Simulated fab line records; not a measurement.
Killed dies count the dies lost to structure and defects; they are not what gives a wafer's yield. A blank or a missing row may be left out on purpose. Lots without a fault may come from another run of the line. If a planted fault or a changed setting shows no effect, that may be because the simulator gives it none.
fab line records -- flow n5_finfet
[record] lots = 9, wafers = 26, last_day = 17
route steps=1938 shown BEOL_M0_SAQP@673 BEOL_M4@1111 PASSIVATION@1936
lots that met no fault: from a run of the same line without faults
start_h: hours from the record's opening day to when the first of the lot's shown wafers began -- wait_h: hours from the lot's prior step to this one -- " unchanged from the row above -- L1.1+2: several wafers, shown together as one row -- - no value, or no start given -- * or withheld: withheld -- < > ~ a bound
route shown NAME@n: names a module that has steps shown in the file, with the first one's number in the route -- usual: the fault-free wafers' mean and standard deviation -- same: alike in all rows -- chamber/n: place in a boat -- sites: readings site by site -- _std_site: standard deviation of those values -- _edge_site: inner sites' mean taken away from outer sites' mean -- radius_mm: for every site, how far away it sits from the centre of the wafer -- mask NAME#n: copy n -- behind: the most recent tool/chamber to have shaped the wafer -- hold: why the lot went on hold/how many hours it stayed there/how the hold came to an end -- device: the n, p or np transistor that did not switch -- end of line: the route-end tests of the same wafers -- a step given without rows: its recipe and nothing more -- killed: dies that structure and defects cost at the first sort, which is not the same as the wafer's yield -- map: a wafer's dies, marking killed ones x, the rest . and places with no die _
set.NAME: the setting that was run; set.NAME@STEP: the one run at that earlier step -- model.NAME: the simulator's own value behind a step, which no gauge read
steps of the route over a sample of lots; a table a step, a row a wafer
services: the hour from which a tool's chamber was out of use, counted from the record's first day as start_h (under 0 if before that day), plus the number of hours and why
[[steps]]
[step N5_BEOL_M0_SAQP_ETCH_107]
[recipe] chemistry = CH3F/O2, target = SiNx, target_depth_a = 300, mask_material = SOC, pressure_mtorr = 30, source_w = 395, bias_w = 73, Ar_flow_sccm = 150, CH3F_flow_sccm = 30, O2_flow_sccm = 20, ion_energy_ev = 120
[usual] drypump_motor_current_A = 5.5/0.31, oes_product_au = 0.79/0.092, rf_vpp_V = 296.4/2.5, showerhead_plenum_p_Torr = 2.02/0.067, throttle_valve_pct = 16.29/0.28
lot.wafer,tool,chamber,start_h,wait_h,drypump_motor_current_A,oes_product_au,rf_hours_counter_h,rf_vpp_V,showerhead_plenum_p_Torr,throttle_valve_pct
L117.3,rie_diel-01,1,111.23,0.0,5.7,0.74,189,295.9,1.99,16.74
L117.4,rie_diel-01,0,111.23,0.0,5.8,0.87,45,291.4,2.03,15.92
L117.5,rie_diel-01,3,111.23,0.0,5.3,0.68,-,299.8,1.98,16.42
L119.2,rie_diel-01,0,123.34,0.0,5.9,0.86,48,293.8,2.03,15.93
L119.3,rie_diel-01,1,123.34,0.0,5.8,0.74,192,296.4,1.99,16.74
L119.4,rie_diel-01,3,123.34,0.0,5.3,0.69,229,299.5,1.98,16.42
L123.1,rie_diel-01,0,152.72,0.0,5.9,0.84,59,291.1,2.03,15.96
L123.2,rie_diel-01,2,152.72,0.0,5.3,0.88,33,297.2,1.97,15.92
L123.4,rie_diel-01,3,152.72,0.0,5.3,0.68,240,298.7,1.97,16.47
L127.1,rie_diel-02,0,176.22,0.0,5.8,0.70,216,296.4,2.07,16.54
L127.3,rie_diel-02,3,176.22,0.0,5.9,0.70,213,296.1,2.06,16.46
L127.6,rie_diel-02,0,176.22,0.0,5.8,0.71,-,294.7,2.07,16.53
L128.3,rie_diel-01,1,188.36,0.0,5.8,0.72,215,296.1,1.98,16.80
L128.4,rie_diel-01,1,188.36,0.0,5.8,0.71,-,297.0,1.98,16.79
L128.5,rie_diel-01,2,188.36,0.0,5.4,0.86,-,296.2,1.96,15.94
L129.4,rie_diel-01,1,192.78,0.0,5.8,0.72,-,295.0,1.98,16.78
L129.5,rie_diel-01,0,192.78,0.0,5.9,0.82,-,292.3,2.03,15.97
L129.6,rie_diel-01,2,192.78,0.0,5.3,0.86,-,297.6,1.96,15.95
L133.1,rie_diel-01,3,211.13,0.0,5.3,0.98,2,300.3,1.97,16.00
L133.2,rie_diel-01,2,211.13,0.0,5.4,0.86,50,298.4,1.96,15.95
L133.5,rie_diel-01,2,211.13,0.0,5.4,0.86,-,297.6,1.96,15.93
L136.3,rie_diel-02,3,228.92,0.0,5.9,0.69,230,296.6,2.05,16.50
L136.5,rie_diel-02,2,228.92,0.0,6.0,0.73,-,295.1,1.91,16.38
L136.6,rie_diel-02,1,228.92,0.0,5.7,0.92,-,297.4,2.13,16.14
L138.3,rie_diel-01,0,239.61,0.0,5.9,0.81,82,292.1,2.02,16.00
L138.5,rie_diel-01,3,239.61,0.0,5.3,0.94,-,299.9,1.96,16.00
[step N5_BEOL_M0_SAQP_RECESS_109]
[recipe] chemistry = HF/NH3, target = SiO2, target_depth_a = 30, afs_cycles = 1, temp_c = 30, sublimation_temp_c = 180, sublimation_time_s = 60
[usual] drypump_motor_current_A = 5.6/0.62
lot.wafer,tool,chamber,start_h,wait_h,drypump_motor_current_A
L117.3,vapor_etch-02,1,111.37,0.1,6.2
L117.4,vapor_etch-02,0,111.37,0.1,5.0
L117.5,vapor_etch-02,0,111.37,0.1,5.0
L119.2,vapor_etch-02,1,123.44,0.0,6.3
L119.3,vapor_etch-02,1,123.44,0.0,6.3
L119.4,vapor_etch-02,0,123.44,0.0,5.0
L123.1,vapor_etch-02,1,152.93,0.2,6.2
L123.2,vapor_etch-02,0,152.93,0.2,5.0
L123.4,vapor_etch-02,1,152.93,0.2,6.2
L127.1,vapor_etch-02,1,176.32,0.0,6.2
L127.3,vapor_etch-02,0,176.32,0.0,5.0
L127.6,vapor_etch-02,1,176.32,0.0,6.2
L128.3,vapor_etch-01,1,188.50,0.1,4.9
L128.4,vapor_etch-01,0,188.50,0.1,6.1
L128.5,vapor_etch-01,1,188.50,0.1,4.8
L129.4,vapor_etch-01,0,192.90,0.1,6.1
L129.5,vapor_etch-01,0,192.90,0.1,6.1
L129.6,vapor_etch-01,1,192.90,0.1,4.9
L133.1,vapor_etch-02,0,211.23,0.0,5.0
L133.2,vapor_etch-02,1,211.23,0.0,6.2
L133.5,vapor_etch-02,1,211.23,0.0,6.3
L136.3,vapor_etch-02,0,229.06,0.1,5.0
L136.5,vapor_etch-02,1,229.06,0.1,6.2
L136.6,vapor_etch-02,0,229.06,0.1,5.0
L138.3,vapor_etch-02,1,239.76,0.1,6.3
L138.5,vapor_etch-02,0,239.76,0.1,5.0
[step N5_BEOL_M0_SAQP_SPACER2_ETCHBACK_27]
[recipe] chemistry = CHF3/O2, mode = anisotropic_etchback, target = SiO2, target_depth_a = 225, time_s = 11.25, pressure_mtorr = 30, source_w = 650, bias_w = 170, Ar_flow_sccm = 200, CHF3_flow_sccm = 50, O2_flow_sccm = 5, ion_energy_ev = 200
[usual] drypump_motor_current_A = 5.5/0.32, oes_product_au = 0.79/0.091, rf_vpp_V = 522/4.1, showerhead_plenum_p_Torr = 2.43/0.079, throttle_valve_pct = 18.86/0.26
lot.wafer,tool,chamber,start_h,wait_h,drypump_motor_current_A,oes_product_au,rf_hours_counter_h,rf_vpp_V,showerhead_plenum_p_Torr,throttle_valve_pct
L117.3,rie_diel-02,2,112.08,0.3,6.0,0.77,136,522,2.33,18.85
L117.4,rie_diel-02,3,112.08,0.3,5.9,0.73,-,520,2.49,18.95
L117.5,rie_diel-02,2,112.08,0.3,6.0,0.77,-,524,2.33,18.85
L119.2,rie_diel-04,3,124.13,0.3,5.1,0.68,244,520,2.28,18.85
L119.3,rie_diel-04,2,124.13,0.3,5.5,0.78,152,522,2.51,18.86
L119.4,rie_diel-04,0,124.13,0.3,4.9,0.74,184,524,2.48,18.84
L123.1,rie_diel-01,2,153.70,0.4,5.3,0.88,33,522,2.37,18.46
L123.2,rie_diel-01,1,153.70,0.4,5.8,0.73,204,522,2.40,19.30
L123.4,rie_diel-01,3,153.70,0.4,5.3,0.67,240,529,2.38,18.95
L127.1,rie_diel-01,1,177.57,0.3,5.8,0.72,212,522,2.39,19.32
L127.3,rie_diel-01,3,177.57,0.3,5.3,0.67,249,529,2.37,18.97
L127.6,rie_diel-01,3,177.57,0.3,5.3,0.67,-,528,2.37,18.98
L128.3,rie_diel-04,0,190.58,0.3,5.0,0.72,196,524,2.48,18.88
L128.4,rie_diel-04,2,190.58,0.3,5.5,0.76,164,520,2.50,18.87
L128.5,rie_diel-04,1,190.58,0.3,5.2,0.86,-,518,2.35,19.01
L129.4,rie_diel-02,3,193.80,0.3,5.9,0.70,218,519,2.48,18.99
L129.5,rie_diel-02,0,193.80,0.3,5.8,0.71,-,522,2.49,19.08
L129.6,rie_diel-02,3,193.80,0.3,5.9,0.70,-,520,2.48,18.99
L133.1,rie_diel-02,0,211.92,0.3,5.8,0.70,227,520,2.48,19.07
L133.2,rie_diel-02,2,211.92,0.3,6.0,0.73,173,524,2.31,18.90
L133.5,rie_diel-02,0,211.92,0.3,5.8,0.70,-,521,2.48,19.08
L136.3,rie_diel-04,0,229.72,0.3,5.0,0.72,209,526,2.47,18.91
L136.5,rie_diel-04,0,229.72,0.3,5.0,0.72,-,526,2.47,18.89
L136.6,rie_diel-04,1,229.72,0.3,5.1,0.85,-,518,2.35,19.02
L138.3,rie_diel-04,3,240.41,0.3,5.1,0.93,18,531,2.56,18.46
L138.5,rie_diel-04,0,240.41,0.3,4.9,0.72,-,525,2.47,18.89
[step N5_BEOL_M0_SAQP_ALD_48]
[recipe] material = SiO2, target_thk_a = 200, temp_c = 100, ald_precursor_family = BDEAS, ald_co_reactant = O2-plasma, pulse_time_s = 1, co_reactant_pulse_time_s = 1, purge_time_s = 2, co_reactant_purge_time_s = 2, ald_cycles = 139, pressure_torr = 2
[usual] ald_cycles = 139/0, chamber_pressure_Torr = 2.000/0.0045, heater_power_w = 80/10, precursor_pulse_height_rel = 1.001/0.019
lot.wafer,tool,chamber,start_h,wait_h,ald_cycles,chamber_pressure_Torr,heater_power_w,precursor_pulse_height_rel
L117.3,ald_sin-01,2,113.11,0.0,139,1.999,80,0.984
L117.4,ald_sin-01,0,113.11,0.0,139,2.002,72,0.990
L117.5,ald_sin-01,2,113.11,0.0,139,2.002,77,0.983
L119.2,ald_sin-03,2,125.28,0.3,139,2.001,78,1.010
L119.3,ald_sin-03,1,125.28,0.3,139,2.008,79,0.980
L119.4,ald_sin-03,3,125.28,0.3,139,1.992,68,1.001
L123.1,ald_sin-03,3,155.49,0.0,139,2.001,66,0.978
L123.2,ald_sin-03,1,155.49,0.0,139,2.001,77,1.004
L123.4,ald_sin-03,2,155.49,0.0,139,2.003,80,0.947
L127.1,ald_sin-01,2,178.48,0.0,139,1.991,81,0.992
L127.3,ald_sin-01,3,178.48,0.0,139,2.002,76,0.985
L127.6,ald_sin-01,2,178.48,0.0,139,2.003,80,1.020
L128.3,ald_sin-01,3,191.78,0.2,139,1.995,75,0.998
L128.4,ald_sin-01,2,191.78,0.2,139,2.003,80,1.020
L128.5,ald_sin-01,1,191.78,0.2,139,1.998,64,1.028
L129.4,ald_sin-01,3,194.84,0.0,139,2.002,76,1.000
L129.5,ald_sin-01,1,194.84,0.0,139,2.014,65,0.998
L129.6,ald_sin-01,2,194.84,0.0,139,2.005,81,0.977
L133.1,ald_sin-01,1,212.96,0.0,139,2.004,66,1.032
L133.2,ald_sin-01,0,212.96,0.0,139,2.000,74,0.976
L133.5,ald_sin-01,2,212.96,0.0,235,1.995,80,1.032
L136.3,ald_sin-02,1,231.36,0.4,139,2.006,77,1.010
L136.5,ald_sin-02,3,231.36,0.4,139,2.001,82,1.015
L136.6,ald_sin-02,2,231.36,0.4,139,2.001,85,0.994
L138.3,ald_sin-01,0,241.68,0.3,139,2.004,73,1.024
L138.5,ald_sin-01,0,241.68,0.3,235,2.006,73,1.016
[step N5_BEOL_M4_RC_MEAS_101]
[usual] DIBL_N = 35.9/1.3, DIBL_P = 36.3/1.5, IOFF_N = 0.153/0.023, IOFF_P = 0.208/0.028, ION_N = 672/9.7, ION_P = 462/6.6, SS_N = 71.5/0.53, SS_P = 73.3/0.59, VT_N = 250.4/2.7, VT_P = -250.5/3
lot.wafer,tool,chamber,start_h,wait_h,DIBL_N[mV/V],DIBL_P[mV/V],IOFF_N[nA/um],IOFF_P[nA/um],ION_N[uA/um],ION_P[uA/um],SS_N[mV/dec],SS_P[mV/dec],VT_N[mV],VT_P[mV]
L117.3,prober-02,0,168.84,0.3,35.3,35.2,0.137,0.175,660,453,71.3,73.1,250.9,-254.6
L117.4,prober-02,0,168.84,0.3,36.9,37.2,0.162,0.197,679,461,71.8,73.7,249.6,-255.0
L117.5,prober-02,0,168.84,0.3,34.4,33.8,0.120,0.152,660,450,70.7,72.3,254.1,-257.9
L119.2,prober-02,0,194.10,0.2,34.1,36.7,0.150,0.207,674,467,71.5,73.5,247.2,-250.3
L119.3,prober-02,0,194.10,0.2,33.4,36.1,0.139,0.206,665,463,71.5,73.4,248.8,-250.9
L119.4,prober-02,0,194.10,0.2,34.4,36.6,0.148,0.195,664,455,71.6,73.8,246.3,-252.2
L123.1,prober-01,0,223.00,0.0,36.8,37.2,0.170,0.235,681,470,72.2,73.8,248.3,-249.1
L123.2,prober-01,0,223.00,0.0,36.9,35.8,0.168,0.222,685,469,70.7,73.4,248.3,-250.4
L123.4,prober-01,0,223.00,0.0,35.7,35.7,0.149,0.217,671,467,71.8,73.9,252.0,-249.9
L127.1,prober-01,0,236.63,0.0,35.1,34.6,0.125,0.201,666,466,70.8,72.6,253.6,-245.9
L127.3,prober-01,0,236.63,0.0,35.7,35.3,0.141,0.216,670,462,71.6,73.7,248.8,-247.0
L127.6,prober-01,0,236.63,0.0,35.5,34.3,0.130,0.203,668,463,71.7,73.0,253.1,-245.9
L128.3,prober-01,0,243.81,0.3,35.8,35.2,0.141,0.200,670,462,71.3,73.0,252.4,-250.8
L128.4,prober-01,0,243.81,0.3,34.1,32.7,0.116,0.167,649,450,70.6,72.7,257.0,-254.7
L128.5,prober-01,0,243.81,0.3,34.7,34.5,0.120,0.191,654,464,70.8,73.3,253.8,-251.3
L129.4,prober-02,0,251.67,0.5,36.8,35.5,0.161,0.211,677,454,71.4,74.0,253.2,-251.8
L129.5,prober-02,0,251.67,0.5,34.5,33.3,0.123,0.178,660,452,71.1,72.7,253.4,-253.1
L129.6,prober-02,0,251.67,0.5,35.1,33.3,0.129,0.176,659,454,71.6,73.3,254.8,-253.2
L133.1,prober-02,0,279.92,0.0,36.5,37.9,0.160,0.218,675,461,70.8,73.0,251.5,-249.8
L133.2,prober-02,0,279.92,0.0,36.5,37.4,0.157,0.206,682,459,71.5,73.5,254.7,-253.8
L133.5,prober-02,0,279.92,0.0,36.9,37.7,0.169,0.215,669,455,71.6,73.4,251.7,-250.4
L136.3,prober-01,0,303.42,0.8,33.7,34.3,0.136,0.213,665,462,70.9,73.3,251.6,-247.8
L136.5,prober-01,0,303.42,0.8,33.9,34.7,0.137,0.212,670,466,70.4,72.4,250.3,-248.5
L136.6,prober-01,0,303.42,0.8,34.0,35.1,0.144,0.223,686,476,71.5,73.6,251.4,-245.7
L138.3,prober-02,0,313.48,0.3,36.4,37.5,0.170,0.215,691,468,71.4,74.6,248.6,-250.0
L138.5,prober-02,0,313.48,0.3,36.6,37.4,0.165,0.209,679,462,71.7,73.0,249.0,-248.8
[step N5_PASSIVATION_PROBE_49]
[usual] defect_limited_yield = 91.1/1.5, killed_at_M0_to_M3 = 35/9.5, killed_at_M4_up = 13/5.2, killed_at_contacts = 12/6.1, killed_at_front_end = 41/14, killed_at_other = 3.8/2.9, killed_dies = 105/17, killed_open = 70/13, killed_short = 33/8.4, sort_bin_5_function = 5.1/0.97, sort_bin_6_memory = 3.4/0.69, sort_n_pass = 1075/17, sort_yield_pct = 91.1/1.5
[same] gross_dies = 1180, killed_at_back_side = 0, sort_bin_4_leakage[%] = 0, sort_bin_8_speed[%] = 0
lot.wafer,tool,chamber,start_h,wait_h,defect_limited_yield[%],killed_at_M0_to_M3,killed_at_M4_up,killed_at_contacts,killed_at_front_end,killed_at_other,killed_dies,killed_open,killed_short,sort_bin_5_function[%],sort_bin_6_memory[%],sort_n_pass,sort_yield_pct[%]
L117.3,prober-01,-,271.02,0.1,91.8,47,8,12,24,6,97,54,43,4.5,3.5,1083,91.8
L117.4,prober-01,-,271.07,0.2,90.7,47,12,8,35,8,110,69,39,5.0,3.9,1070,90.7
L117.5,prober-01,-,271.12,0.2,93.6,22,10,14,24,5,75,59,14,3.6,2.5,1105,93.6
L123.1,prober-01,-,333.51,0.0,90.4,50,11,10,42,0,113,82,31,5.8,3.6,1067,90.4
L123.2,prober-01,-,333.56,0.1,90.8,29,16,24,38,1,108,76,32,5.0,3.9,1072,90.8
L123.4,prober-01,-,333.66,0.2,91.6,26,13,14,45,1,99,66,33,5.5,2.7,1081,91.6
L127.1,prober-02,-,337.64,0.0,91.7,31,7,10,46,4,98,64,34,4.8,3.1,1082,91.7
L127.3,prober-02,-,337.74,0.1,91.4,56,7,7,31,1,102,69,33,4.3,3.6,1078,91.4
L127.6,prober-02,-,337.89,0.3,93.2,35,10,7,27,1,80,58,21,4.2,2.2,1100,93.2
L128.3,prober-01,-,354.44,0.1,91.8,38,16,11,29,3,97,59,37,4.8,3.1,1083,91.8
L128.4,prober-01,-,354.49,0.2,91.4,32,16,21,29,4,102,73,26,5.2,3.4,1078,91.4
L128.5,prober-01,-,354.54,0.2,92.1,27,16,10,39,1,93,61,30,4.4,3.0,1087,92.1
L133.1,prober-01,-,384.46,0.0,91.1,43,13,6,40,3,105,61,42,4.9,3.6,1075,91.1
L133.2,prober-01,-,384.51,0.1,88.7,47,19,5,53,9,133,96,37,7.4,3.6,1047,88.7
L133.5,prober-01,-,384.66,0.2,92.0,30,9,10,42,3,94,63,30,4.7,3.1,1086,92.0
// killed by level:class
L117.3 BEOL_M0_SAQP:geometric_particle:short=14 MOL_CONTACT_COAG:geometric_particle:open=10 FIN_SAQP:geometric_particle:short=8 BEOL_M0_SAQP:geometric_particle:open=8 DUMMY_GATE:geometric_particle:open=7 BEOL_M3:geometric_particle:open=6 BEOL_M2:geometric_particle:open=6 BEOL_M1:geometric_particle:open=5
L117.4 BEOL_M1:geometric_particle:open=16 BEOL_M0_SAQP:geometric_particle:short=12 BEOL_M0_SAQP:geometric_particle:open=8 GATE_CUT:geometric_particle:short=7 MOL_CONTACT_COAG:geometric_particle:open=7 DUMMY_GATE:geometric_particle:open=6 FIN_SAQP:geometric_particle:short=5 BEOL_M4:geometric_particle:open=5
L117.5 MOL_CONTACT_COAG:geometric_particle:open=12 STI_FIN_REVEAL:geometric_particle:open=8 BEOL_M1:geometric_particle:open=6 BEOL_M2:geometric_particle:open=5 BEOL_M3:geometric_particle:open=4 GATE_CUT:geometric_particle:open=3 GATE_CUT:geometric_particle:short=3 BEOL_M0_SAQP:geometric_particle:open=3
L123.1 BEOL_M1:geometric_particle:open=18 STI_FIN_REVEAL:geometric_particle:open=13 BEOL_M2:geometric_particle:open=13 FIN_SAQP:geometric_particle:open=9 MOL_CONTACT_COAG:geometric_particle:open=8 BEOL_M0_SAQP:geometric_particle:open=5 FIN_SAQP:geometric_particle:short=4 BEOL_M1:geometric_particle:short=4
L123.2 MOL_CONTACT_COAG:geometric_particle:open=18 GATE_CUT:geometric_particle:short=9 BEOL_M2:geometric_particle:open=9 BEOL_M5:geometric_particle:open=8 FIN_SAQP:geometric_particle:short=6 MOL_CONTACT_COAG:geometric_particle:short=6 STI_FIN_REVEAL:geometric_particle:open=5 BEOL_M1:geometric_particle:open=5
L123.4 STI_FIN_REVEAL:geometric_particle:open=12 MOL_CONTACT_COAG:geometric_particle:open=12 FIN_SAQP:geometric_particle:open=8 FIN_SAQP:geometric_particle:short=5 BEOL_M2:geometric_particle:open=5 BEOL_M4:geometric_particle:open=5 BEOL_M1:geometric_particle:open=4 GATE_CUT:geometric_particle:short=4
L127.1 FIN_SAQP:geometric_particle:short=12 FIN_SAQP:geometric_particle:open=10 BEOL_M3:geometric_particle:open=9 STI_FIN_REVEAL:geometric_particle:open=6 BEOL_M1:geometric_particle:open=6 MOL_CONTACT_COAG:geometric_particle:open=5 MOL_CONTACT_COAG:geometric_particle:short=5 BEOL_M2:geometric_particle:open=5
L127.3 BEOL_M0_SAQP:geometric_particle:open=13 BEOL_M2:geometric_particle:open=13 BEOL_M0_SAQP:geometric_particle:short=10 STI_FIN_REVEAL:geometric_particle:open=8 MOL_CONTACT_COAG:geometric_particle:open=7 FIN_SAQP:geometric_particle:short=5 STI_FIN_REVEAL:geometric_particle:short=5 BEOL_M0:geometric_particle:open=5
L127.6 BEOL_M2:geometric_particle:open=14 STI_FIN_REVEAL:geometric_particle:open=9 BEOL_M0_SAQP:geometric_particle:open=7 MOL_CONTACT_COAG:geometric_particle:open=7 FIN_SAQP:geometric_particle:short=4 BEOL_M0:geometric_particle:short=4 FIN_SAQP:geometric_particle:open=3 DUMMY_GATE:geometric_particle:open=3
L128.3 BEOL_M0_SAQP:geometric_particle:short=12 BEOL_M4:geometric_particle:open=8 MOL_CONTACT_COAG:geometric_particle:open=7 BEOL_M0_SAQP:geometric_particle:open=6 BEOL_M2:geometric_particle:open=6 BEOL_M3:geometric_particle:open=6 STARTING-WAFER:geometric_particle:short=5 FIN_SAQP:geometric_particle:short=4
L128.4 MOL_CONTACT_COAG:geometric_particle:open=17 BEOL_M0_SAQP:geometric_particle:open=10 STI_FIN_REVEAL:geometric_particle:open=9 BEOL_M0_SAQP:geometric_particle:short=9 FIN_SAQP:geometric_particle:short=5 FIN_SAQP:geometric_particle:open=5 BEOL_M3:geometric_particle:open=5 BEOL_M5:geometric_particle:open=5
L128.5 FIN_SAQP:geometric_particle:open=8 MOL_CONTACT_COAG:geometric_particle:open=8 FIN_SAQP:geometric_particle:short=7 BEOL_M0_SAQP:geometric_particle:open=7 STI_FIN_REVEAL:geometric_particle:open=6 GATE_CUT:geometric_particle:open=5 BEOL_M0_SAQP:geometric_particle:short=5 BEOL_M0:geometric_particle:open=5
L133.1 BEOL_M2:geometric_particle:open=10 FIN_SAQP:geometric_particle:open=8 STI_FIN_REVEAL:geometric_particle:open=8 BEOL_M0_SAQP:geometric_particle:short=8 FIN_SAQP:geometric_particle:short=7 BEOL_M0_SAQP:geometric_particle:open=6 BEOL_M1:geometric_particle:open=6 BEOL_M1:geometric_particle:short=5
L133.2 BEOL_M2:geometric_particle:open=20 FIN_SAQP:geometric_particle:open=15 STI_FIN_REVEAL:geometric_particle:open=12 FIN_SAQP:geometric_particle:short=11 BEOL_M5:geometric_particle:open=8 BEOL_M0_SAQP:geometric_particle:short=7 BEOL_M3:geometric_particle:open=6 BEOL_M4:geometric_particle:open=6
L133.5 FIN_SAQP:geometric_particle:short=12 FIN_SAQP:geometric_particle:open=10 MOL_CONTACT_COAG:geometric_particle:open=8 BEOL_M1:geometric_particle:open=7 STI_FIN_REVEAL:geometric_particle:open=6 BEOL_M0_SAQP:geometric_particle:short=6 BEOL_M0_SAQP:geometric_particle:open=4 BEOL_M3:geometric_particle:open=4
[[services]]
tool,chamber,start_h,hours,kind
ald_sin-02,-,87.50,0.5,repair
rie_diel-01,1,93.05,9.4,repair
ald_sin-02,0,94.19,5.9,repair
rie_diel-02,-,94.98,2.8,pm
rie_diel-02,3,98.87,7.9,repair
ald_sin-02,1,98.95,60.0,repair
rie_diel-02,1,122.31,-,clean
rie_diel-02,1,122.31,-,consumable_replace:focus_ring
rie_diel-02,1,122.31,-,consumable_replace:showerhead
rie_diel-02,1,122.31,15.9,scheduled_down
rie_diel-02,1,122.31,15.9,vent_cycle
rie_diel-04,-,128.58,28.1,pm
vapor_etch-01,-,129.76,0.2,repair
ald_sin-01,2,132.12,6.5,repair
ald_sin-01,0,149.81,5.6,repair
ald_sin-03,-,178.86,14.0,pm
rie_diel-01,3,183.32,-,clean
rie_diel-01,3,183.32,-,consumable_replace:focus_ring
rie_diel-01,3,183.32,14.8,scheduled_down
rie_diel-01,3,183.32,14.8,vent_cycle
vapor_etch-02,-,195.60,2.8,pm
rie_diel-01,-,196.89,8.3,repair
ald_sin-01,3,207.01,1.9,repair
ald_sin-03,-,228.69,14.6,pm
[[key]]
[first_sign] step = N5_BEOL_M0_SAQP_ALD_48, reading = ald_cycles, direction = up, sigmas = 99+, usual = *, struck = *
effect none on later readings
met_at N5_BEOL_M0_SAQP_ALD_48
struck_lots L133,L138
struck_wafers L133.5,L138.5
not_acting_at N5_BEOL_M0_SAQP_ETCH_107,N5_BEOL_M0_SAQP_RECESS_109,N5_BEOL_M0_SAQP_SPACER2_ETCHBACK_27
onset_between 194.84 212.96
[fault] kind = process_parameter_drift, tool = ald_sin-01, chamber = -, onset_h = 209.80, steps = N5_BEOL_M0_SAQP_ALD_48, channel = ald_cycles, offset = *, shape = step, end_h = 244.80, scope = struck_wafers_only, acts_in = *, stated = *
